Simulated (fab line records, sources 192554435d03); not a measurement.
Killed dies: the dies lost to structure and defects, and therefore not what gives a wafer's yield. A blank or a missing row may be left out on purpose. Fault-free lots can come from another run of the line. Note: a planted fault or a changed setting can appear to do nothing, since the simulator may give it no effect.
Which of the tools did it?    flow n5-finfet    30 wafers from 10 lots sampled at 4 of the route's 1938 steps

## WHAT THE GAUGES READ, wafer by wafer
N5_PASSIVATION_CD_MEAS_10: the cd target is 3000 nm.
lot   measured      on         cd-nm (nm)
L422  day 14 16:25  cd-sem-03  2995.7 2999.1 2993.6
L423  day 15 06:46  cd-sem-03  2998.9 3000.3 3003.1
L424  day 15 16:32  cd-sem-01  3002.1 3000.0 2997.8
L426  day 16 21:04  cd-sem-03  3000.9 3000.8 3000.2
L429  day 17 01:42  cd-sem-01  3000.5 2992.6 2999.7
L430  day 17 01:49  cd-sem-03  2996.3 3001.1 2997.5
L433  day 17 14:44  cd-sem-01  2998.0 2998.7 2995.7
L431  day 18 04:13  cd-sem-02  3000.2 2999.3 3002.5
L441  day 19 17:14  cd-sem-02  3001.0 2999.8 2998.6
L442  day 21 21:58  cd-sem-01  2999.7 2996.6 2991.9

## EACH LOT AND THE TOOL THAT RAN IT (in order: tool; ch and the chambers of the sampled wafers; start)
lot   N5_MIM_BOT_LITHO_DESCUM_10          N5_MIM_BOT_ETCH_ETCH_03            N5_MIM_BOT_ETCH_STRIP_01
L422  rie-diel-05 ch 1,3, day 14 13:19    rie-metal-01 ch 0,1, day 14 13:28  rie-diel-05 ch 0,3, day 14 13:48
L423  rie-diel-04 ch 0,1,2, day 15 05:02  rie-metal-02 ch 1, day 15 05:11    rie-diel-04 ch 1,2,3, day 15 05:38
L424  rie-diel-01 ch 1,2, day 15 13:10    rie-metal-03 ch 0,1, day 15 13:22  rie-diel-05 ch 0,3, day 15 13:35
L426  rie-diel-01 ch 0,2,3, day 16 17:31  rie-metal-01 ch 0,1, day 16 17:40  rie-diel-05 ch 0,1,3, day 16 18:01
L429  rie-diel-01 ch 0,1, day 16 18:20    rie-metal-02 ch 0,1, day 16 18:29  rie-diel-04 ch 0,1, day 16 18:46
L430  rie-diel-04 ch 0,1,2, day 16 18:32  rie-metal-03 ch 0,1, day 16 18:41  rie-diel-04 ch 0,1,3, day 16 18:55
L433  rie-diel-04 ch 1,2,3, day 17 13:24  rie-metal-01 ch 0,1, day 17 13:35  rie-diel-05 ch 0,1,3, day 17 13:47
L431  rie-diel-04 ch 0,1, day 17 23:36    rie-metal-02 ch 0,1, day 17 23:46  rie-diel-04 ch 0,1,3, day 18 00:00
L441  rie-diel-01 ch 1,2,3, day 19 15:43  rie-metal-01 ch 0,1, day 19 15:52  rie-diel-01 ch 0,1,3, day 19 16:06
L442  rie-diel-01 ch 0,1, day 21 19:17    rie-metal-03 ch 0,1, day 21 19:26  rie-diel-01 ch 0,1,2, day 21 19:40
- N5_MIM_BOT_LITHO_DESCUM_10: chemistry O2, time 7.9 s.
- N5_MIM_BOT_ETCH_ETCH_03: etches the open film in Cl2/BCl3, target depth 12 nm.
- N5_MIM_BOT_ETCH_STRIP_01: strips in O2.

## THE ANSWER, worked out from the rows above alone
Rule: the lots themselves supply what counts as usual. Put in order of their means at a reading, lots are off if they are a third of the lots or fewer, leave a main group of 4 or more, and stand apart from it by a gap of 3 or more times the standard deviation of the main group's means; of several such gaps the widest counts. A main group is skipped when, at the precision printed for the reading in the tables above, its means are all equal. Also off: a lot with no number at a reading for which 4 or more lots have one. All remaining lots with rows at the step are treated as sound.
Nothing can be told from this: no lot is off at any reading shown.

## WHAT HAD BEEN PUT IN BY THE SIMULATOR
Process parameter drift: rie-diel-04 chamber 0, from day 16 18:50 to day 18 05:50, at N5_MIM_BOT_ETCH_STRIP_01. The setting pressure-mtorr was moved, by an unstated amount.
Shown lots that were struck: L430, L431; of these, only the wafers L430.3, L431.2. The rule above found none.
